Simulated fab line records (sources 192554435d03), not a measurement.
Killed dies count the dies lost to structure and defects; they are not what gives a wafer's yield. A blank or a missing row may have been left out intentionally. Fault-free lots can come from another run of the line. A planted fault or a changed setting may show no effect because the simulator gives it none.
Split-lot trial + flow n5 finfet + route with 1938 steps; 7 lots, 39 wafers read

THE SPLIT
At N5_FIN_SAQP_FIN_ETCH_36 (etches the open film in HBr/Cl2/O2, target depth 120 nm, time 50.4 s), the setting bias w was moved away from the recipe's 102 W on 12 of the 39 wafers read, by -13.2% to +19.0%. The other wafers ran this setting at the recipe's value.

FROM THE SPLIT TO THE READING: what the file shows between them, 3 steps
- N5_FIN_SAQP_PRECLEAN_38: cleans in O3/DIW, time 45 s
- N5_FIN_SAQP_PRECLEAN_45: cleans in dHF, time 10 s
- N5_FIN_SAQP_SRD_39: time 30 s

THE READING
trench depth nm, in nm, at N5_FIN_SAQP_OCD_MEAS_76. Fault-free wafers of this fab line usually give 119.9 nm, standard deviation 1 nm.

| wafer  | tool, chamber at the split | bias w as run, W | against the recipe | trench depth nm, nm | against lot-mates on the recipe |
|--------|----------------------------|------------------|--------------------|---------------------|---------------------------------|
| L079.1 | rie si-01, 1               | 114.9            | +12.6%             | 124.0               | +3.5                            |
| L079.2 | rie si-01, 3               | 102              | recipe             | 120.8               | -                               |
| L079.3 | rie si-01, 0               | 102              | recipe             | 120.8               | -                               |
| L079.4 | rie si-01, 2               | 102              | recipe             | 119.9               | -                               |
| L079.5 | rie si-01, 1               | 114.9            | +12.6%             | 123.8               | +3.3                            |
| L079.6 | rie si-01, 0               | 114.9            | +12.6%             | 124.4               | +3.9                            |
| L081.1 | rie si-01, 3               | 102              | recipe             | 120.2               | -                               |
| L081.2 | rie si-01, 2               | 102              | recipe             | 119.8               | -                               |
| L081.3 | rie si-01, 1               | 102              | recipe             | 120.6               | -                               |
| L081.4 | rie si-01, 0               | 102              | recipe             | 120.4               | -                               |
| L081.5 | rie si-01, 1,2             | 102              | recipe             | 120.1               | -                               |
| L081.6 | rie si-01, 1,2             | 102              | recipe             | 120.4               | -                               |
| L083.3 | rie si-03, 3               | 102              | recipe             | 118.8               | -                               |
| L083.4 | rie si-03, 1               | 102              | recipe             | 118.8               | -                               |
| L083.5 | rie si-03, 0               | 102              | recipe             | 120.5               | -                               |
| L085.1 | rie si-06, 3               | 88.51            | -13.2%             | 116.7               | -4.6                            |
| L085.2 | rie si-06, 2               | 102              | recipe             | 122.4               | -                               |
| L085.3 | rie si-06, 0               | 102              | recipe             | 121.3               | -                               |
| L085.4 | rie si-06, 1               | 88.51            | -13.2%             | 117.0               | -4.3                            |
| L085.5 | rie si-06, 1               | 102              | recipe             | 120.1               | -                               |
| L085.6 | rie si-06, 0               | 88.51            | -13.2%             | 117.2               | -4.1                            |
| L087.1 | rie si-06, 1               | 102              | recipe             | 120.0               | -                               |
| L087.2 | rie si-06, 2               | 102              | recipe             | 121.8               | -                               |
| L087.3 | rie si-06, 3               | 102              | recipe             | 119.7               | -                               |
| L087.4 | rie si-06, 0               | 102              | recipe             | 120.8               | -                               |
| L087.5 | rie si-06, 2               | 102              | recipe             | 121.9               | -                               |
| L087.6 | rie si-06, 3               | 102              | recipe             | 120.4               | -                               |
| L092.1 | rie si-03, 0               | 121.4            | +19.0%             | 126.3               | +6.4                            |
| L092.2 | rie si-03, 1               | 102              | recipe             | 119.2               | -                               |
| L092.3 | rie si-03, 3               | 102              | recipe             | 121.2               | -                               |
| L092.4 | rie si-03, 1               | 121.4            | +19.0%             | 124.8               | +4.9                            |
| L092.5 | rie si-03, 3               | 102              | recipe             | 119.4               | -                               |
| L092.6 | rie si-03, 0               | 121.4            | +19.0%             | 125.7               | +5.8                            |
| L093.1 | rie si-03, 0               | 102              | recipe             | 120.2               | -                               |
| L093.2 | rie si-03, 3               | 108.2            | +6.1%              | 121.3               | +2.3                            |
| L093.3 | rie si-03, 1               | 102              | recipe             | 118.2               | -                               |
| L093.4 | rie si-03, 0               | 108.2            | +6.1%              | 121.9               | +2.9                            |
| L093.5 | rie si-03, 1               | 102              | recipe             | 118.6               | -                               |
| L093.6 | rie si-03, 3               | 108.2            | +6.1%              | 120.3               | +1.3                            |
Rows listing several chambers each stand for several wafers; the file does not say which wafer went through which chamber.

THE FIT
A straight line over all 39 wafers: trench depth nm changes by +0.271 nm for each +1% of bias w; r = +0.91; the points scatter about the line by 0.93 nm.
The same after taking each lot's own level away (the mean of its wafers on the recipe; 39 wafers): +0.305 nm for each +1%; r = +0.96; scatter 0.7 nm.
The reading moves by 5.8 nm for the largest change in bias w, on that fit.
The span of the lots' own levels, 119.00 to 121.27 nm, comes to 2.3 times the standard deviation stated above.
Hence the slope depends on the lot-to-lot level, as the two fits are not the same.
Check: for one of the wafers moved furthest among these (+19.0%), held out of the fit, the line's prediction against its lot-mates is +5.65 nm. Against them it came out at +6.37 nm.

OTHER SPLITS APPLIED TO THESE WAFERS
These wafers also went through other splits before the reading. Each is held against what the fit with the lots' levels taken away leaves over:
| other split on the same wafers | wafers away from the commonest value | r with trench depth nm (lot level and that fit taken away) |
|--------------------------------|--------------------------------------|------------------------------------------------------------|
| N5_FIN_SAQP_ETCH_34 source w   | 12                                   | -0.07                                                      |

THE WHOLE CHAIN: every reading that the file lists as answering this split, in the file's order
| step                    | what it does                                                         | reading                                                                    | change (the file's fit)               | r (the file's) |
|-------------------------|----------------------------------------------------------------------|----------------------------------------------------------------------------|---------------------------------------|----------------|
| N5_FIN_SAQP_FIN_ETCH_36 | etches the open film in HBr/Cl2/O2, target depth 120 nm, time 50.4 s | FIN_SAQP.feature depth nm (the simulator's own value, which no gauge read) | +0.316 nm for each +1% of the setting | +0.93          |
| N5_FIN_SAQP_FIN_ETCH_36 | etches the open film in HBr/Cl2/O2, target depth 120 nm, time 50.4 s | etch.depth nm (the simulator's own value, which no gauge read)             | +0.315 nm for each +1% of the setting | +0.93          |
| N5_FIN_SAQP_OCD_MEAS_76 |                                                                      | trench depth nm                                                            | +0.304 nm for each +1% of the setting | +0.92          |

FILE'S OWN FIT
trench depth nm changes by +0.304 nm for each +1% of bias w, r = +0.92.
